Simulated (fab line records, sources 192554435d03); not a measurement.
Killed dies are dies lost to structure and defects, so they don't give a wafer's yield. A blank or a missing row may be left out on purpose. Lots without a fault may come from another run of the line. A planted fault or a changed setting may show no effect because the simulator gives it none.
Which tool did it? | flow n5_finfet | 24 lots, 72 wafers sampled, at 5 steps of a route of 1938

WHAT THE GAUGES READ, wafer by wafer
N5_BEOL_M0_SAQP_CD_MEAS_25: target cd 13.1 nm. Usual: cd_nm 12.77 nm, standard deviation 0.21.
lot  | measured     | on        | cd_nm (nm)        | flag
L074 | day 5 12:34  | cd_sem-03 | 12.78 12.54 13.10 |
L075 | day 5 23:22  | cd_sem-01 | 12.76 12.63 12.60 |
L076 | day 6 02:15  | cd_sem-03 | 12.72 13.19 13.19 |
L077 | day 6 06:27  | cd_sem-01 | 12.76 12.52 12.43 |
L078 | day 6 19:08  | cd_sem-02 | 12.68 12.67 12.60 |
L079 | day 6 23:13  | cd_sem-02 | 12.72 12.39 13.01 |
L080 | day 7 02:17  | cd_sem-02 | 12.92 13.03 12.50 |
L081 | day 7 05:53  | cd_sem-03 | 13.08 12.99 12.69 |
L082 | day 7 13:11  | cd_sem-03 | 12.64 12.99 12.86 |
L083 | day 7 16:38  | cd_sem-03 | 12.76 12.59 12.94 |
L084 | day 8 01:53  | cd_sem-01 | 12.74 12.67 12.61 |
L085 | day 8 09:31  | cd_sem-03 | 12.90 12.93 12.94 |
L086 | day 8 12:41  | cd_sem-01 | 12.81 12.98 12.86 |
L087 | day 8 20:19  | cd_sem-01 | 12.90 12.60 12.72 |
L088 | day 9 09:33  | cd_sem-01 | 12.99 12.53 12.80 |
L089 | day 9 12:42  | cd_sem-03 | 12.94 12.48 12.65 |
L090 | day 9 16:19  | cd_sem-01 | 12.39 12.82 12.86 |
L091 | day 9 22:54  | cd_sem-02 | 12.79 12.86 12.56 |
L092 | day 10 00:28 | cd_sem-03 | 12.79 12.67 12.84 |
L093 | day 10 10:17 | cd_sem-01 | 12.58 13.07 12.67 |
L094 | day 10 17:31 | cd_sem-02 | 12.93 12.45 12.82 |
L095 | day 10 23:27 | cd_sem-02 | 12.93 12.66 12.75 |
L096 | day 11 04:44 | cd_sem-03 | 12.78 13.18 13.00 |
L097 | day 11 09:31 | cd_sem-02 | 12.22 12.98 12.93 |

N5_BEOL_M0_CUTY_CD_MEAS_57: target cd 200 nm. Usual: cd_nm 200.0 nm, standard deviation 0.84.
lot  | measured     | on        | cd_nm (nm)        | flag
L074 | day 5 16:18  | cd_sem-03 | 199.1 199.5 199.0 |
L075 | day 6 03:03  | cd_sem-03 | 200.8 200.8 200.4 |
L076 | day 6 05:38  | cd_sem-03 | 200.3 200.9 199.9 |
L077 | day 6 10:14  | cd_sem-02 | 200.8 200.3 200.6 |
L078 | day 7 00:38  | cd_sem-02 | 201.2 200.0 200.4 |
L079 | day 7 03:10  | cd_sem-02 | 199.0 199.2 199.1 |
L080 | day 7 06:04  | cd_sem-03 | 199.6 200.3 199.9 |
L081 | day 7 09:15  | cd_sem-03 | 199.6 200.4 200.4 |
L082 | day 7 16:53  | cd_sem-03 | 199.2 200.2 198.4 |
L083 | day 7 20:25  | cd_sem-03 | 200.7 200.6 201.1 |
L084 | day 8 05:23  | cd_sem-03 | 199.0 198.2 199.1 |
L085 | day 8 13:47  | cd_sem-02 | 200.4 200.9 200.8 |
L086 | day 8 16:28  | cd_sem-01 | 199.7 199.7 200.2 |
L087 | day 9 01:57  | cd_sem-03 | 199.2 199.2 200.3 |
L088 | day 9 13:42  | cd_sem-01 | 198.7 199.0 199.4 |
L089 | day 9 16:15  | cd_sem-02 | 200.2 201.1 199.5 |
L090 | day 9 19:55  | cd_sem-02 | 200.9 199.4 200.2 |
L091 | day 10 02:22 | cd_sem-03 | 200.3 200.3 200.5 |
L092 | day 10 04:52 | cd_sem-02 | 199.2 199.1 199.6 |
L093 | day 10 13:46 | cd_sem-01 | 198.4 198.2 198.5 |
L094 | day 10 21:12 | cd_sem-01 | 199.2 200.3 200.7 |
L095 | day 11 03:11 | cd_sem-03 | 200.8 201.5 200.9 |
L096 | day 11 08:35 | cd_sem-03 | 199.1 199.1 198.8 |
L097 | day 11 13:25 | cd_sem-01 | 200.3 199.1 199.7 |

WHICH TOOL RAN EACH LOT (tool, then ch and the chambers of the sampled wafers, then the start)
lot  | N5_BEOL_M0_SAQP_HM_DEP_02    | N5_BEOL_M0_SAQP_ETCH_101           | N5_BEOL_M0_SAQP_ETCH_107
L074 | pvd_sputter-03, day 5 10:05  | rie_diel-03 ch 0,2, day 5 12:36    | rie_diel-01 ch 1,2, day 5 13:25
L075 | pvd_sputter-01, day 5 20:16  | rie_diel-03 ch 0,2,3, day 5 23:23  | rie_diel-03 ch 0,3, day 6 00:07
L076 | pvd_sputter-01, day 5 23:46  | rie_diel-05 ch 0,2,3, day 6 02:17  | rie_diel-01 ch 0,2, day 6 03:01
L077 | pvd_sputter-02, day 6 03:55  | rie_diel-03 ch 0,1, day 6 06:29    | rie_diel-01 ch 0,1,2, day 6 07:22
L078 | pvd_sputter-01, day 6 16:41  | rie_diel-05 ch 1,2,3, day 6 19:14  | rie_diel-01 ch 0,2,3, day 6 20:10
L079 | pvd_sputter-02, day 6 19:19  | rie_diel-01 ch 0,2, day 6 23:22    | rie_diel-05 ch 0,2,3, day 7 00:13
L080 | pvd_sputter-01, day 6 23:41  | rie_diel-05 ch 1,2, day 7 02:19    | rie_diel-01 ch 0,1,2, day 7 03:03
L081 | pvd_sputter-03, day 7 03:21  | rie_diel-05 ch 0,1,3, day 7 05:55  | rie_diel-05 ch 2,3, day 7 06:39
L082 | pvd_sputter-01, day 7 09:47  | rie_diel-05 ch 1,2,3, day 7 13:13  | rie_diel-03 ch 0,3, day 7 14:07
L083 | pvd_sputter-01, day 7 13:38  | rie_diel-01 ch 0,1,2, day 7 16:50  | rie_diel-05 ch 1,2,3, day 7 17:35
L084 | pvd_sputter-03, day 7 23:24  | rie_diel-03 ch 0,3, day 8 01:56    | rie_diel-01 ch 0,1,2, day 8 02:40
L085 | pvd_sputter-02, day 8 06:56  | rie_diel-03 ch 0,2, day 8 09:34    | rie_diel-05 ch 0,2,3, day 8 10:17
L086 | pvd_sputter-01, day 8 10:10  | rie_diel-05 ch 0,2,3, day 8 12:44  | rie_diel-03 ch 0,1,3, day 8 13:31
L087 | pvd_sputter-02, day 8 16:45  | rie_diel-03 ch 0,3, day 8 20:44    | rie_diel-01 ch 0,2, day 8 21:29
L088 | pvd_sputter-03, day 9 07:05  | rie_diel-03 ch 0,2,3, day 9 09:35  | rie_diel-05 ch 2,3, day 9 10:19
L089 | pvd_sputter-03, day 9 10:05  | rie_diel-05 ch 0,3, day 9 12:50    | rie_diel-01 ch 1,2,3, day 9 13:34
L090 | pvd_sputter-03, day 9 13:57  | rie_diel-03 ch 1,2,3, day 9 16:22  | rie_diel-03 ch 0,1, day 9 17:05
L091 | pvd_sputter-01, day 9 18:56  | rie_diel-03 ch 0,1,3, day 9 22:56  | rie_diel-01 ch 1,2,3, day 9 23:41
L092 | pvd_sputter-01, day 9 22:08  | rie_diel-01 ch 2,3, day 10 00:34   | rie_diel-05 ch 1,3, day 10 01:20
L093 | pvd_sputter-01, day 10 07:47 | rie_diel-05 ch 1,3, day 10 10:19   | rie_diel-05 ch 1,2,3, day 10 11:03
L094 | pvd_sputter-03, day 10 14:21 | rie_diel-01 ch 1,2,3, day 10 17:33 | rie_diel-01 ch 0,1,3, day 10 18:17
L095 | pvd_sputter-02, day 10 20:45 | rie_diel-05 ch 0,1,2, day 10 23:35 | rie_diel-01 ch 0,1,2, day 11 00:18
L096 | pvd_sputter-01, day 11 02:23 | rie_diel-03 ch 0,3, day 11 04:47   | rie_diel-05 ch 0,1,3, day 11 05:30
L097 | pvd_sputter-03, day 11 06:56 | rie_diel-05 ch 0,2,3, day 11 09:33 | rie_diel-01 ch 0,1,3, day 11 10:16
- N5_BEOL_M0_SAQP_HM_DEP_02: deposits TiN, target thk 12 nm.
- N5_BEOL_M0_SAQP_ETCH_101: etches SiNx in CH3F/O2, target depth 29.9 nm, time 42.7 s.
- N5_BEOL_M0_SAQP_ETCH_107: etches SiNx in CH3F/O2, target depth 30 nm.

WHAT THE TOOLS THEMSELVES READ (means of the sampled wafers that have a number; where no wafer has one, the mark that the record gives instead)
N5_BEOL_M0_SAQP_HM_DEP_02. Usual: throttle_valve_pct 29.8 %, standard deviation 1.3.
lot  | tool           | throttle_valve_pct (%) | flag
L074 | pvd_sputter-03 | 31.1                   |
L075 | pvd_sputter-01 | 30.0                   |
L076 | pvd_sputter-01 | 29.6                   |
L077 | pvd_sputter-02 | 29.0                   |
L078 | pvd_sputter-01 | 29.3                   |
L079 | pvd_sputter-02 | 29.7                   |
L080 | pvd_sputter-01 | 28.5                   |
L081 | pvd_sputter-03 | 32.0                   |
L082 | pvd_sputter-01 | 28.6                   |
L083 | pvd_sputter-01 | 29.6                   |
L084 | pvd_sputter-03 | 28.7                   |
L085 | pvd_sputter-02 | 29.7                   |
L086 | pvd_sputter-01 | 29.3                   |
L087 | pvd_sputter-02 | 29.4                   |
L088 | pvd_sputter-03 | 29.7                   |
L089 | pvd_sputter-03 | 30.6                   |
L090 | pvd_sputter-03 | 30.9                   |
L091 | pvd_sputter-01 | 29.7                   |
L092 | pvd_sputter-01 | 30.3                   |
L093 | pvd_sputter-01 | 30.2                   |
L094 | pvd_sputter-03 | 31.2                   |
L095 | pvd_sputter-02 | 28.9                   |
L096 | pvd_sputter-01 | 30.2                   |
L097 | pvd_sputter-03 | 30.2                   |

N5_BEOL_M0_SAQP_ETCH_101. Usual: drypump_motor_current_A 5.6 A, standard deviation 0.63; oes_o_777_au 0.78 a.u., standard deviation 0.08; oes_product_au 0.78 a.u., standard deviation 0.083; rf_vpp_V 296.4 V, standard deviation 2.9; showerhead_plenum_p_Torr 1.99 Torr, standard deviation 0.084; throttle_valve_pct 16.31 %, standard deviation 0.17.
lot  | tool        | drypump_motor_current_A (A) | oes_o_777_au (a.u.) | oes_product_au (a.u.) | rf_vpp_V (V) | showerhead_plenum_p_Torr (Torr) | throttle_valve_pct (%) | flag
L074 | rie_diel-03 | 5.3                         | 0.76                | 0.75                  | 297.1        | 2.08                            | 16.24                  |
L075 | rie_diel-03 | 5.2                         | 0.76                | 0.76                  | 297.4        | 2.00                            | 16.21                  |
L076 | rie_diel-05 | 5.9                         | 0.82                | 0.80                  | 293.1        | 1.93                            | 16.32                  |
L077 | rie_diel-03 | 5.4                         | 0.73                | 0.74                  | 300.0        | 2.07                            | 16.26                  |
L078 | rie_diel-05 | 6.3                         | 0.73                | 0.73                  | 295.7        | 1.94                            | 16.49                  |
L079 | rie_diel-01 | 6.1                         | 0.72                | 0.71                  | 297.2        | 2.06                            | 16.59                  |
L080 | rie_diel-05 | 6.1                         | 0.70                | 0.69                  | 297.9        | 1.94                            | 16.56                  |
L081 | rie_diel-05 | 5.8                         | 0.79                | 0.77                  | 295.9        | 1.95                            | 16.38                  |
L082 | rie_diel-05 | 6.3                         | 0.73                | 0.73                  | 295.4        | 1.93                            | 16.50                  |
L083 | rie_diel-01 | 6.1                         | 0.80                | 0.79                  | 297.8        | 2.08                            | 16.45                  |
L084 | rie_diel-03 | 5.3                         | 0.74                | 0.72                  | 298.7        | 1.99                            | 16.27                  |
L085 | rie_diel-03 | 5.3                         | 0.73                | 0.71                  | 299.0        | 2.07                            | 16.29                  |
L086 | rie_diel-05 | 5.9                         | 0.80                | 0.79                  | 292.4        | 1.93                            | 16.36                  |
L087 | rie_diel-03 | 5.3                         | 0.75                | 0.75                  | 297.5        | 1.92                            | 16.22                  |
L088 | rie_diel-03 | 5.2                         | 0.74                | 0.74                  | 297.1        | 1.99                            | 16.26                  |
L089 | rie_diel-05 | 6.0                         | 0.80                | 0.80                  | 292.0        | 1.93                            | 16.36                  |
L090 | rie_diel-03 | 5.2                         | 0.75                | 0.75                  | 297.3        | 1.99                            | 16.25                  |
L091 | rie_diel-03 | 5.3                         | 0.73                | 0.73                  | 299.1        | 1.99                            | 16.27                  |
L092 | rie_diel-01 | 5.9                         | 0.81                | 0.80                  | 296.7        | 2.06                            | 16.45                  |
L093 | rie_diel-05 | 6.5                         | 0.83                | 0.83                  | 293.7        | 1.93                            | 16.36                  |
L094 | rie_diel-01 | 5.7                         | 0.85                | 0.85                  | 296.7        | 2.08                            | 16.28                  |
L095 | rie_diel-05 | 5.6                         | 0.83                | 0.83                  | 296.8        | 1.94                            | 16.31                  |
L096 | rie_diel-03 | 5.3                         | 0.72                | 0.71                  | 298.3        | 1.98                            | 16.30                  |
L097 | rie_diel-05 | 5.9                         | 0.77                | 0.77                  | 293.5        | 1.92                            | 16.40                  |

N5_BEOL_M0_SAQP_ETCH_107. Usual: drypump_motor_current_A 5.8 A, standard deviation 0.64; oes_o_777_au 0.80 a.u., standard deviation 0.095; oes_product_au 0.80 a.u., standard deviation 0.1; rf_vpp_V 296.4 V, standard deviation 2.6; showerhead_plenum_p_Torr 2.02 Torr, standard deviation 0.081; throttle_valve_pct 16.33 %, standard deviation 0.21.
lot  | tool        | drypump_motor_current_A (A) | oes_o_777_au (a.u.) | oes_product_au (a.u.) | rf_vpp_V (V) | showerhead_plenum_p_Torr (Torr) | throttle_valve_pct (%) | flag
L074 | rie_diel-01 | 6.2                         | 0.84                | 0.83                  | 297.6        | 2.10                            | 16.44                  |
L075 | rie_diel-03 | 5.3                         | 0.75                | 0.74                  | 298.7        | 1.99                            | 16.24                  |
L076 | rie_diel-01 | 6.2                         | 0.75                | 0.74                  | 297.0        | 2.07                            | 16.60                  |
L077 | rie_diel-01 | 6.1                         | 0.81                | 0.81                  | 298.1        | 2.09                            | 16.43                  |
L078 | rie_diel-01 | 5.7                         | 0.72                | 0.70                  | 296.8        | 2.06                            | 16.53                  |
L079 | rie_diel-05 | 5.9                         | 0.81                | 0.80                  | 293.7        | 1.93                            | 16.34                  |
L080 | rie_diel-01 | 6.1                         | 0.80                | 0.80                  | 297.1        | 2.08                            | 16.44                  |
L081 | rie_diel-05 | 6.6                         | 0.77                | 0.76                  | 292.3        | 1.92                            | 16.43                  |
L082 | rie_diel-03 | 5.3                         | 0.75                | 0.76                  | 297.2        | 1.92                            | 16.20                  |
L083 | rie_diel-05 | 6.3                         | 0.73                | 0.72                  | 295.6        | 1.93                            | 16.50                  |
L084 | rie_diel-01 | 6.0                         | 0.79                | 0.79                  | 297.0        | 2.08                            | 16.45                  |
L085 | rie_diel-05 | 5.9                         | 0.80                | 0.79                  | 293.5        | 1.93                            | 16.37                  |
L086 | rie_diel-03 | 5.4                         | 0.74                | 0.74                  | 299.4        | 2.00                            | 16.25                  |
L087 | rie_diel-01 | 6.3                         | 0.73                | 0.72                  | 296.6        | 2.06                            | 16.64                  |
L088 | rie_diel-05 | 6.4                         | 0.73                | 0.73                  | 292.4        | 1.91                            | 16.48                  |
L089 | rie_diel-01 | 5.7                         | 0.87                | 0.87                  | 296.6        | 2.08                            | 16.27                  |
L090 | rie_diel-03 | 5.4                         | 0.71                | 0.73                  | 300.1        | 2.06                            | 16.31                  |
L091 | rie_diel-01 | 5.7                         | 0.86                | 0.87                  | 295.9        | 2.08                            | 16.26                  |
L092 | rie_diel-05 | 6.5                         | 0.83                | 0.83                  | 295.1        | 1.93                            | 16.37                  |
L093 | rie_diel-05 | 6.4                         | 0.81                | 0.80                  | 294.7        | 1.93                            | 16.39                  |
L094 | rie_diel-01 | 5.6                         | 0.94                | 0.94                  | 297.7        | 2.07                            | 16.10                  |
L095 | rie_diel-01 | 6.1                         | 0.87                | 0.87                  | 297.0        | 2.07                            | 16.34                  |
L096 | rie_diel-05 | 5.8                         | 0.84                | 0.85                  | 296.1        | 1.94                            | 16.28                  |
L097 | rie_diel-01 | 5.5                         | 0.93                | 0.93                  | 297.5        | 2.07                            | 16.11                  |

THE ANSWER, worked out from the rows above alone
Rule: a lot is off if the mean of its wafers that have a number lies more than 3 standard deviations from the usual mean. A lot without any number at a reading at which 4 lots or more have one is off too. The other lots that the step has rows for count as sound. The gauges are gone through in route order, then the tools' own readings, and for those a lot's mean is taken as printed above. The first step at which some lot is off is used, and at that step the reading that is off furthest; a lot without a number counts as furthest.
No lot is off at any reading shown: from this, nothing can be told.

WHAT THE SIMULATOR HAD PUT IN
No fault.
